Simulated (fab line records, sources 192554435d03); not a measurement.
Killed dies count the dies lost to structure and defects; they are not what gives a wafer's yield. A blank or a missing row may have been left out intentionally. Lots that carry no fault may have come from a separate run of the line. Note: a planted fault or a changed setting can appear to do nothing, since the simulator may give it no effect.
fab line records | flow n5_finfet | part 2 of 2: steps 5 to 6 of 6
record: lots: 18 | wafers: 54 | last_day: 17
route steps=1938 shown BEOL_M0_SAQP@693 BEOL_M0_CUTY@713 BEOL_M0@734 BEOL_M1@768
lots that met no fault: from a run of the same line without faults
start_h: the number of hours between the record's first day and the start of the first shown wafer of the lot | wait_h: hours from the lot's prior step to this one | " the same as in the row above | L1.1+2: one row covering several wafers at once | - no value, or no start given | * or withheld: withheld | < > ~ a bound
route shown NAME@n: NAME is a module with steps in the file, n the number in the route of the first one | usual: mean/standard deviation of fault-free wafers | same: alike in all rows | chamber/n: place in a boat | sites: per-site readings | _std_site: their standard deviation | _edge_site: inner sites' mean taken away from outer sites' mean | radius_mm: for every site, how far away it sits from the centre of the wafer | mask NAME#n: copy n | behind: the most recent tool/chamber to have shaped the wafer | hold: reason for holding the lot/hours on hold/outcome of the hold | device: which transistor (n, p or np) failed to switch | end of line: the same wafers' tests at the end of the route | a step given without rows: its recipe and nothing more | killed: at the first sort, the dies lost to defects and structure; wafer yield is something else | map: a wafer's dies, marking killed ones x, the rest . and places with no die _
set.NAME: setting as actually run; set.NAME@STEP: the setting as run at that earlier step | model.NAME: the simulator's own value behind a step, which no gauge read
a sample of lots followed through the steps of the route, with each step as a table and each wafer as a row
services: the hour from which a tool's chamber was out of use, counted from the record's first day as start_h (under 0 if before that day), plus the number of hours and why
== steps ==
step: N5_BEOL_M0_SPUTTER_116
recipe: material: Cu | target_thk_a: 40 | temp_c: -20 | chamber_pressure_pa: 0.07 | power_w: withheld | time_s: 7.37
usual: chuck_sensor_temp_C: -16.3/0.44 | throttle_valve_pct: 29.7/0.98
lot.wafer | tool           | chamber | start_h | wait_h | chuck_sensor_temp_C | throttle_valve_pct
L074.1    | pvd_sputter-03 | -       | 117.57  | 0.2    | -16.9               | 29.8
L074.3    | "              | -       | "       | "      | -16.2               | 29.2
L074.5    | "              | -       | "       | "      | -17.0               | 29.9
L077.1    | pvd_sputter-03 | -       | 136.89  | 0.1    | -16.3               | 27.7
L077.4    | "              | -       | "       | "      | -15.4               | 31.2
L077.6    | "              | -       | "       | "      | -15.4               | 31.3
L076.1    | pvd_sputter-01 | -       | 138.43  | 1.3    | -16.4               | 30.9
L076.4    | "              | -       | "       | "      | -16.0               | 30.1
L076.5    | "              | -       | "       | "      | -16.0               | 30.2
L078.1    | pvd_sputter-03 | -       | 141.78  | 1.2    | -16.9               | 30.0
L078.2    | "              | -       | "       | "      | -16.3               | 29.1
L078.3    | "              | -       | "       | "      | -16.5               | 27.9
L079.2    | pvd_sputter-01 | -       | 145.22  | 0.1    | -16.0               | 28.9
L079.3    | "              | -       | "       | "      | -16.1               | 30.8
L079.5    | "              | -       | "       | "      | -16.2               | 31.0
L080.1    | pvd_sputter-03 | -       | 153.47  | 0.1    | -15.7               | 31.0
L080.2    | "              | -       | "       | "      | -16.7               | 29.9
L080.6    | "              | -       | "       | "      | -17.0               | 29.9
L081.2    | pvd_sputter-02 | -       | 174.02  | 0.1    | -15.9               | 28.7
L081.4    | "              | -       | "       | "      | -17.4               | 30.5
L081.5    | "              | -       | "       | "      | -16.5               | 30.1
L084.1    | pvd_sputter-03 | -       | 186.64  | 0.1    | -16.2               | 29.2
L084.3    | "              | -       | "       | "      | -16.4               | 27.9
L084.5    | "              | -       | "       | "      | -16.8               | 29.7
L086.2    | pvd_sputter-01 | -       | 200.89  | 0.1    | -16.0               | 31.0
L086.4    | "              | -       | "       | "      | -16.1               | 30.1
L086.6    | "              | -       | "       | "      | -16.0               | 30.8
L087.2    | pvd_sputter-01 | -       | 206.79  | 0.4    | -16.2               | 30.9
L087.3    | "              | -       | "       | "      | -16.0               | 30.0
L087.4    | "              | -       | "       | "      | -16.0               | 28.7
L088.3    | pvd_sputter-03 | -       | 209.16  | 0.1    | -16.4               | 28.1
L088.4    | "              | -       | "       | "      | -16.8               | 29.7
L088.5    | "              | -       | "       | "      | -16.8               | 29.7
L090.1    | pvd_sputter-02 | -       | 225.61  | 0.1    | -17.2               | 30.3
L090.2    | "              | -       | "       | "      | -15.9               | 28.7
L090.3    | "              | -       | "       | "      | -16.6               | 30.2
L091.1    | pvd_sputter-01 | -       | 233.80  | 0.1    | -15.9               | 28.6
L091.2    | "              | -       | "       | "      | -15.9               | 29.9
L091.5    | "              | -       | "       | "      | -15.9               | 28.5
L092.1    | pvd_sputter-02 | -       | 235.82  | 1.6    | -16.4               | 28.9
L092.4    | "              | -       | "       | "      | -16.7               | 30.1
L092.5    | "              | -       | "       | "      | -15.9               | 28.4
L093.1    | pvd_sputter-01 | -       | 240.53  | 0.1    | -16.3               | 30.9
L093.2    | "              | -       | "       | "      | -16.1               | 29.9
L093.5    | "              | -       | "       | "      | -15.9               | 28.7
L094.2    | pvd_sputter-02 | -       | 246.73  | 3.4    | -17.4               | 29.9
L094.3    | "              | -       | "       | "      | -15.9               | 28.6
L094.5    | "              | -       | "       | "      | -16.6               | 29.9
L096.1    | pvd_sputter-01 | -       | 256.62  | 0.1    | -15.8               | 30.2
L096.2    | "              | -       | "       | "      | -16.4               | 30.8
L096.6    | "              | -       | "       | "      | -15.9               | 28.8
L097.1    | pvd_sputter-01 | -       | 259.74  | 0.1    | -16.0               | 28.6
L097.2    | "              | -       | "       | "      | -16.1               | 30.8
L097.4    | "              | -       | "       | "      | -16.4               | 30.7
step: N5_BEOL_M1_ETCH_74
recipe: chemistry: N2/H2 | target: underlayer | target_depth_a: 65 | mask_material: CAR-EUV | time_s: 5.2 | ion_energy_ev: 200 | pressure_mtorr: 30 | source_w: 840 | bias_w: 150 | n2_flow_sccm: 200 | h2_flow_sccm: 200 | ends: cleared
usual: drypump_motor_current_A: 5.8/0.5 | etch_rf_on_time_s: 5.21/0.095 | oes_product_au: 0.69/0.068 | rf_vpp_V: 524.4/2.6 | showerhead_plenum_p_Torr: 2.56/0.089 | throttle_valve_pct: 17.87/0.24
lot.wafer | tool        | chamber | start_h | wait_h | drypump_motor_current_A | etch_rf_on_time_s | oes_product_au | rf_hours_counter_h | rf_vpp_V | showerhead_plenum_p_Torr | throttle_valve_pct
L074.1    | rie_diel-02 | 1       | 121.57  | 0.0    | 5.6                     | 5.35              | 0.64           | 138                | 524.8    | 2.66                     | 18.06
L074.3    | "           | 2       | "       | "      | 5.1                     | 5.37              | 0.69           | 69                 | 522.9    | 2.48                     | 17.64
L074.5    | "           | 1       | "       | "      | 5.6                     | 5.34              | 0.65           | -                  | 524.6    | 2.66                     | 18.05
L077.1    | rie_diel-02 | 2       | 139.74  | 0.0    | 5.1                     | 5.42              | 0.69           | 77                 | 521.7    | 2.47                     | 17.67
L077.4    | "           | 1       | "       | "      | 5.5                     | 5.41              | 0.63           | 146                | 527.4    | 2.66                     | 18.04
L077.6    | "           | 1       | "       | "      | 5.6                     | 5.39              | 0.64           | -                  | 526.7    | 2.66                     | 18.08
L076.1    | rie_diel-05 | 2       | 142.69  | 0.0    | 5.4                     | 5.16              | 0.64           | 165                | 523.7    | 2.54                     | 18.26
L076.4    | "           | 1       | "       | "      | 5.8                     | 5.26              | 0.65           | 166                | 525.4    | 2.65                     | 18.12
L076.5    | "           | 1       | "       | "      | 5.8                     | 5.20              | 0.66           | -                  | 526.0    | 2.65                     | 18.10
L078.1    | rie_diel-02 | 1       | 145.19  | 0.0    | 5.6                     | 5.20              | 0.65           | 148                | 525.7    | 2.66                     | 18.06
L078.2    | "           | 0       | "       | "      | 5.1                     | 4.97              | 0.84           | 3                  | 531.4    | 2.72                     | 18.00
L078.3    | "           | 2       | "       | "      | 5.1                     | 5.23              | 0.69           | 79                 | 523.7    | 2.47                     | 17.66
L079.2    | rie_diel-06 | 2       | 150.29  | 0.0    | 6.5                     | 5.23              | 0.66           | 142                | 524.2    | 2.54                     | 17.82
L079.3    | "           | 0       | "       | "      | 5.7                     | 5.13              | 0.75           | 33                 | 524.0    | 2.60                     | 17.59
L079.5    | "           | 3       | "       | "      | 6.6                     | 5.19              | 0.72           | -                  | 523.2    | 2.48                     | 17.79
L080.1    | rie_diel-06 | 0       | 157.60  | 0.0    | 5.7                     | 5.13              | 0.74           | 35                 | 526.5    | 2.60                     | 17.59
L080.2    | "           | 2       | "       | "      | 6.5                     | 5.23              | 0.67           | 144                | 525.2    | 2.54                     | 17.81
L080.6    | "           | 1       | "       | "      | 5.5                     | 5.31              | 0.63           | -                  | 521.1    | 2.43                     | 17.89
L081.2    | rie_diel-06 | 1       | 177.09  | 0.0    | 5.5                     | 5.30              | 0.63           | 179                | 521.5    | 2.43                     | 17.91
L081.4    | "           | 3       | "       | "      | 6.6                     | 5.14              | 0.72           | 78                 | 522.1    | 2.48                     | 17.82
L081.5    | "           | 2       | "       | "      | 6.5                     | 5.17              | 0.66           | -                  | 524.8    | 2.53                     | 17.83
L084.1    | rie_diel-06 | 2       | 189.16  | 0.0    | 6.5                     | 5.23              | 0.66           | 153                | 523.5    | 2.53                     | 17.82
L084.3    | "           | 0       | "       | "      | 5.7                     | 5.15              | 0.72           | 45                 | 526.6    | 2.59                     | 17.61
L084.5    | "           | 0       | "       | "      | 5.7                     | 5.15              | 0.73           | -                  | 527.7    | 2.59                     | 17.62
L086.2    | rie_diel-05 | 3       | 204.50  | 0.0    | 5.7                     | 5.08              | 0.84           | 2                  | 528.4    | 2.71                     | 17.75
L086.4    | "           | 2       | "       | "      | 5.4                     | 5.10              | 0.63           | 188                | 523.8    | 2.53                     | 18.28
L086.6    | "           | 2       | "       | "      | 5.4                     | 5.07              | 0.64           | -                  | 524.8    | 2.53                     | 18.27
L087.2    | rie_diel-06 | 0       | 209.09  | 0.0    | 5.7                     | 5.18              | 0.73           | 51                 | 526.3    | 2.59                     | 17.62
L087.3    | "           | 2       | "       | "      | 6.5                     | 5.23              | 0.65           | 160                | 525.3    | 2.53                     | 17.85
L087.4    | "           | 1       | "       | "      | 5.5                     | 5.23              | 0.61           | 190                | 519.3    | 2.43                     | 17.94
L088.3    | rie_diel-05 | 0       | 214.98  | 0.0    | 5.6                     | 5.13              | 0.81           | 13                 | 524.3    | 2.50                     | 17.52
L088.4    | "           | 2       | "       | "      | 5.4                     | 5.15              | 0.64           | 191                | 523.6    | 2.53                     | 18.28
L088.5    | "           | 2       | "       | "      | 5.4                     | 5.20              | 0.62           | -                  | 525.8    | 2.53                     | 18.28
L090.1    | rie_diel-02 | 0       | 228.01  | 0.0    | 5.1                     | 5.11              | 0.76           | 34                 | 529.0    | 2.71                     | 18.05
L090.2    | "           | 3       | "       | "      | 6.6                     | 5.07              | 0.77           | 27                 | 525.1    | 2.59                     | 17.47
L090.3    | "           | 1       | "       | "      | 5.6                     | 5.29              | 0.63           | 179                | 524.0    | 2.65                     | 18.12
L091.1    | rie_diel-02 | 0       | 237.18  | 0.0    | 5.1                     | 5.15              | 0.76           | 37                 | 528.1    | 2.71                     | 18.06
L091.2    | "           | 3       | "       | "      | 6.5                     | 5.13              | 0.75           | 29                 | 524.7    | 2.59                     | 17.45
L091.5    | "           | 1       | "       | "      | 5.5                     | 5.32              | 0.62           | -                  | 527.9    | 2.64                     | 18.12
L092.1    | rie_diel-06 | 3       | 238.25  | 0.0    | 6.6                     | 5.24              | 0.69           | 96                 | 521.3    | 2.47                     | 17.81
L092.4    | "           | 0       | "       | "      | 5.8                     | 5.22              | 0.71           | 59                 | 526.7    | 2.59                     | 17.62
L092.5    | "           | 2       | "       | "      | 6.6                     | 5.28              | 0.64           | -                  | 525.0    | 2.53                     | 17.83
L093.1    | rie_diel-05 | 3       | 242.90  | 0.0    | 5.7                     | 5.14              | 0.78           | 14                 | 528.4    | 2.71                     | 17.78
L093.2    | "           | 1       | "       | "      | 5.8                     | 5.26              | 0.62           | 200                | 526.3    | 2.63                     | 18.19
L093.5    | "           | 3       | "       | "      | 5.8                     | 5.13              | 0.78           | -                  | 527.5    | 2.71                     | 17.77
L094.2    | rie_diel-05 | 0       | 250.51  | 0.0    | 5.7                     | 5.12              | 0.79           | 23                 | 523.7    | 2.49                     | 17.51
L094.3    | "           | 2       | "       | "      | 5.4                     | 5.16              | 0.62           | 202                | 521.1    | 2.52                     | 18.31
L094.5    | "           | 3       | "       | "      | 5.7                     | 5.22              | 0.78           | -                  | 528.6    | 2.71                     | 17.79
L096.1    | rie_diel-05 | 0       | 259.82  | 0.0    | 5.6                     | 5.10              | 0.77           | 25                 | 520.9    | 2.49                     | 17.53
L096.2    | "           | 3       | "       | "      | 5.8                     | 5.14              | 0.78           | 17                 | 527.7    | 2.71                     | 17.78
L096.6    | "           | 2       | "       | "      | 5.4                     | 5.17              | 0.62           | -                  | 524.4    | 2.52                     | 18.33
L097.1    | rie_diel-06 | 1       | 262.20  | 0.0    | 5.5                     | 5.26              | 0.62           | 205                | 519.7    | 2.42                     | 17.97
L097.2    | "           | 3       | "       | "      | 6.6                     | 5.19              | 0.69           | 102                | 520.3    | 2.46                     | 17.86
L097.4    | "           | 0       | "       | "      | 5.7                     | 5.11              | 0.70           | 65                 | 524.6    | 2.58                     | 17.64
== services ==
tool        | chamber | start_h | hours | kind
rie_diel-05 | 3       | 87.43   | 14.2  | repair
rie_diel-02 | 0       | 89.49   | 2.7   | repair
rie_diel-03 | 3       | 90.78   | 8.7   | repair
rie_diel-06 | 1       | 113.05  | 1.8   | repair
rie_diel-02 | 2       | 113.09  | 5.5   | repair
rie_diel-02 | 3       | 114.85  | 2.7   | repair
rie_diel-02 | 0       | 118.74  | -     | clean
rie_diel-02 | 0       | 118.74  | -     | consumable_replace:focus_ring
rie_diel-02 | 0       | 118.74  | -     | consumable_replace:showerhead
rie_diel-02 | 0       | 118.74  | 18.6  | scheduled_down
rie_diel-02 | 0       | 118.74  | 18.6  | vent_cycle
rie_diel-03 | 2       | 120.65  | 6.2   | repair
rie_diel-01 | 1       | 121.10  | 5.2   | repair
rie_diel-05 | 0       | 134.07  | 5.7   | repair
rie_diel-02 | 3       | 143.56  | -     | clean
rie_diel-02 | 3       | 143.56  | -     | consumable_replace:focus_ring
rie_diel-02 | 3       | 143.56  | 16.6  | scheduled_down
rie_diel-02 | 3       | 143.56  | 16.6  | vent_cycle
rie_diel-03 | 0       | 155.80  | 6.7   | repair
rie_diel-02 | 2       | 187.47  | 42.2  | repair
rie_diel-05 | -       | 197.43  | 0.5   | repair
rie_diel-01 | 1       | 228.63  | 16.2  | repair
rie_diel-03 | -       | 239.55  | 1.0   | repair
rie_diel-03 | 1       | 261.09  | 19.7  | repair
